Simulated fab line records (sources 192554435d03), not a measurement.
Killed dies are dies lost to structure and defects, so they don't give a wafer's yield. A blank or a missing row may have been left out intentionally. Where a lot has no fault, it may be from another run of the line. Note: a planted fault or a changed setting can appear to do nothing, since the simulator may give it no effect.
Lot-split experiment :: flow n5-finfet :: 21 wafers read from 7 lots, route of 1938 steps

SPLIT DETAILS
At N5_BEOL_M10_HM_DEP_02 (deposits TiN, target thk 20 nm), the setting target-thk-a was moved away from the recipe's 200 angstrom on 7 of the 21 wafers read, by -9.5% to +8.3%. All remaining wafers had this setting at the recipe value.

FROM THE SPLIT TO THE READING: what the file shows between them, 13 steps
- N5_BEOL_M10_EXPOSE_08: exposes mask M10 (also split here: dose-mj)
- N5_BEOL_M10_PEB_09: peb time 60 s
- N5_BEOL_M10_DEVELOP_10: develop time 30 s
- N5_BEOL_M10_CD_MEAS_11: target cd 64.1 nm
- N5_BEOL_M10_STRIP_68: strips in N2/H2
- N5_BEOL_M10_STRIP_67: strips in CF4
- N5_BEOL_M10_HM_OPEN_17: chemistry Cl2/BCl3, target TiN, target depth 20 nm, overetch 6 nm
- N5_BEOL_M10_STRIP_19: strips in O2
- N5_BEOL_M10_CD_MEAS_18: pitch 140 nm, target cd 70 nm
- N5_BEOL_M10_COAT_63: time 60 s, resist thk 100 nm
- N5_BEOL_M10_COAT_64: time 60 s, resist thk 30 nm
- N5_BEOL_M10_STRIP_73: strips in C4F6/O2
- N5_BEOL_M10_STRIP_36: strips in N2/H2

THE READING
TiN_of_BEOL_M10_HM_DEP_02.thk-nm (the simulator's own value, which no gauge read), in nm, at N5_BEOL_M10_TRENCH_ETCH_37 (etches SiCOH lowk in C4F6/O2, target depth 148.83 nm, time 48 s). The file does not state a usual value for it. Average 15.9 nm, standard deviation 0.2 nm, over the 14 wafers here run with the recipe.

wafer: L074.2
tool, chamber at the split: pvd-sputter-01, -
target-thk-a as run, angstrom: 200
against the recipe: recipe
TiN_of_BEOL_M10_HM_DEP_02.thk-nm, nm: 15.6
against lot-mates on the recipe: -

wafer: L074.3
tool, chamber at the split: pvd-sputter-01, -
target-thk-a as run, angstrom: 200
against the recipe: recipe
TiN_of_BEOL_M10_HM_DEP_02.thk-nm, nm: 15.8
against lot-mates on the recipe: -

wafer: L074.4
tool, chamber at the split: pvd-sputter-01, -
target-thk-a as run, angstrom: 200
against the recipe: recipe
TiN_of_BEOL_M10_HM_DEP_02.thk-nm, nm: 15.8
against lot-mates on the recipe: -

wafer: L081.1
tool, chamber at the split: pvd-sputter-02, -
target-thk-a as run, angstrom: 180.9
against the recipe: -9.5%
TiN_of_BEOL_M10_HM_DEP_02.thk-nm, nm: 14.2
against lot-mates on the recipe: -1.8

wafer: L081.3
tool, chamber at the split: pvd-sputter-02, -
target-thk-a as run, angstrom: 200
against the recipe: recipe
TiN_of_BEOL_M10_HM_DEP_02.thk-nm, nm: 16
against lot-mates on the recipe: -

wafer: L081.5
tool, chamber at the split: pvd-sputter-02, -
target-thk-a as run, angstrom: 180.9
against the recipe: -9.5%
TiN_of_BEOL_M10_HM_DEP_02.thk-nm, nm: 14
against lot-mates on the recipe: -2.0

wafer: L079.3
tool, chamber at the split: pvd-sputter-01, -
target-thk-a as run, angstrom: 200
against the recipe: recipe
TiN_of_BEOL_M10_HM_DEP_02.thk-nm, nm: 15.6
against lot-mates on the recipe: -

wafer: L079.4
tool, chamber at the split: pvd-sputter-01, -
target-thk-a as run, angstrom: 200
against the recipe: recipe
TiN_of_BEOL_M10_HM_DEP_02.thk-nm, nm: 16.2
against lot-mates on the recipe: -

wafer: L079.5
tool, chamber at the split: pvd-sputter-01, -
target-thk-a as run, angstrom: 182.4
against the recipe: -8.8%
TiN_of_BEOL_M10_HM_DEP_02.thk-nm, nm: 14
against lot-mates on the recipe: -1.9

wafer: L082.1
tool, chamber at the split: pvd-sputter-03, -
target-thk-a as run, angstrom: 200
against the recipe: recipe
TiN_of_BEOL_M10_HM_DEP_02.thk-nm, nm: 15.8
against lot-mates on the recipe: -

wafer: L082.2
tool, chamber at the split: pvd-sputter-03, -
target-thk-a as run, angstrom: 207.9
against the recipe: +4.0%
TiN_of_BEOL_M10_HM_DEP_02.thk-nm, nm: 16.6
against lot-mates on the recipe: +0.8

wafer: L082.4
tool, chamber at the split: pvd-sputter-03, -
target-thk-a as run, angstrom: 207.9
against the recipe: +4.0%
TiN_of_BEOL_M10_HM_DEP_02.thk-nm, nm: 16.6
against lot-mates on the recipe: +0.8

wafer: L083.2
tool, chamber at the split: pvd-sputter-02, -
target-thk-a as run, angstrom: 216.5
against the recipe: +8.3%
TiN_of_BEOL_M10_HM_DEP_02.thk-nm, nm: 17.4
against lot-mates on the recipe: +1.2

wafer: L083.4
tool, chamber at the split: pvd-sputter-02, -
target-thk-a as run, angstrom: 216.5
against the recipe: +8.3%
TiN_of_BEOL_M10_HM_DEP_02.thk-nm, nm: 17.6
against lot-mates on the recipe: +1.4

wafer: L083.5
tool, chamber at the split: pvd-sputter-02, -
target-thk-a as run, angstrom: 200
against the recipe: recipe
TiN_of_BEOL_M10_HM_DEP_02.thk-nm, nm: 16.2
against lot-mates on the recipe: -

wafer: L087.2
tool, chamber at the split: pvd-sputter-03, -
target-thk-a as run, angstrom: 200
against the recipe: recipe
TiN_of_BEOL_M10_HM_DEP_02.thk-nm, nm: 16
against lot-mates on the recipe: -

wafer: L087.4
tool, chamber at the split: pvd-sputter-03, -
target-thk-a as run, angstrom: 200
against the recipe: recipe
TiN_of_BEOL_M10_HM_DEP_02.thk-nm, nm: 15.6
against lot-mates on the recipe: -

wafer: L087.5
tool, chamber at the split: pvd-sputter-03, -
target-thk-a as run, angstrom: 200
against the recipe: recipe
TiN_of_BEOL_M10_HM_DEP_02.thk-nm, nm: 15.8
against lot-mates on the recipe: -

wafer: L097.1
tool, chamber at the split: pvd-sputter-02, -
target-thk-a as run, angstrom: 200
against the recipe: recipe
TiN_of_BEOL_M10_HM_DEP_02.thk-nm, nm: 16
against lot-mates on the recipe: -

wafer: L097.3
tool, chamber at the split: pvd-sputter-02, -
target-thk-a as run, angstrom: 200
against the recipe: recipe
TiN_of_BEOL_M10_HM_DEP_02.thk-nm, nm: 16
against lot-mates on the recipe: -

wafer: L097.6
tool, chamber at the split: pvd-sputter-02, -
target-thk-a as run, angstrom: 200
against the recipe: recipe
TiN_of_BEOL_M10_HM_DEP_02.thk-nm, nm: 16
against lot-mates on the recipe: -

FIT RESULTS
A straight line over all 21 wafers: TiN_of_BEOL_M10_HM_DEP_02.thk-nm changes by +0.194 nm for each +1% of target-thk-a; r = +0.98; the points scatter about the line by 0.18 nm.
The same after taking each lot's own level away (the mean of its wafers on the recipe; 21 wafers): +0.189 nm for each +1%; r = +0.98; scatter 0.16 nm.
Per that fit: largest target-thk-a move, reading shift of 1.8 nm.
The lots' own levels span 15.73 to 16.20 nm, that is 2.4 times the standard deviation above.
Hence the lot-to-lot level has little effect on the slope; both slopes agree.
Check: -1.86 nm against its lot-mates is what the line predicts for one of the wafers moved furthest among these (-9.5%) when that wafer is left out of the fit. It came out at -1.8 nm against them.

THESE WAFERS: OTHER SPLITS
Before the reading, these wafers also passed through other splits. Each is held against what the fit with the lots' levels taken away leaves over:
other split on the same wafers: N5_BEOL_M8_DEVELOP_10 develop-time-s
wafers away from the commonest value: 3
r with TiN_of_BEOL_M10_HM_DEP_02.thk-nm (lot level and that fit taken away): -0.10

other split on the same wafers: N5_BEOL_M9_DESCUM_16 time-s
wafers away from the commonest value: 3
r with TiN_of_BEOL_M10_HM_DEP_02.thk-nm (lot level and that fit taken away): -0.13

other split on the same wafers: N5_BEOL_M9_ETCH_62 time-s
wafers away from the commonest value: 6
r with TiN_of_BEOL_M10_HM_DEP_02.thk-nm (lot level and that fit taken away): +0.28

other split on the same wafers: N5_BEOL_M10_EXPOSE_08 dose-mj
wafers away from the commonest value: 11
r with TiN_of_BEOL_M10_HM_DEP_02.thk-nm (lot level and that fit taken away): -0.09

THE WHOLE CHAIN: every reading that the file lists as answering this split, in the file's order
step: N5_BEOL_M10_HM_DEP_02
what it does: deposits TiN, target thk 20 nm
reading: TiN_of_BEOL_M10_HM_DEP_02.thk-nm (the simulator's own value, which no gauge read)
change (the file's fit): +0.184 nm for each +1% of the setting
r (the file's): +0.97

step: N5_BEOL_M10_HM_OPEN_17
what it does: chemistry Cl2/BCl3, target TiN, target depth 20 nm, overetch 6 nm
reading: etch.depth-nm (the simulator's own value, which no gauge read)
change (the file's fit): +0.187 nm for each +1% of the setting
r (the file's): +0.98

step: N5_BEOL_M10_TRENCH_ETCH_37
what it does: etches SiCOH lowk in C4F6/O2, target depth 148.83 nm, time 48 s
reading: TiN_of_BEOL_M10_HM_DEP_02.thk-nm (the simulator's own value, which no gauge read)
change (the file's fit): +0.193 nm for each +1% of the setting
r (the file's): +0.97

FILE'S OWN FIT
TiN_of_BEOL_M10_HM_DEP_02.thk-nm changes by +0.193 nm for each +1% of target-thk-a, r = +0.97.
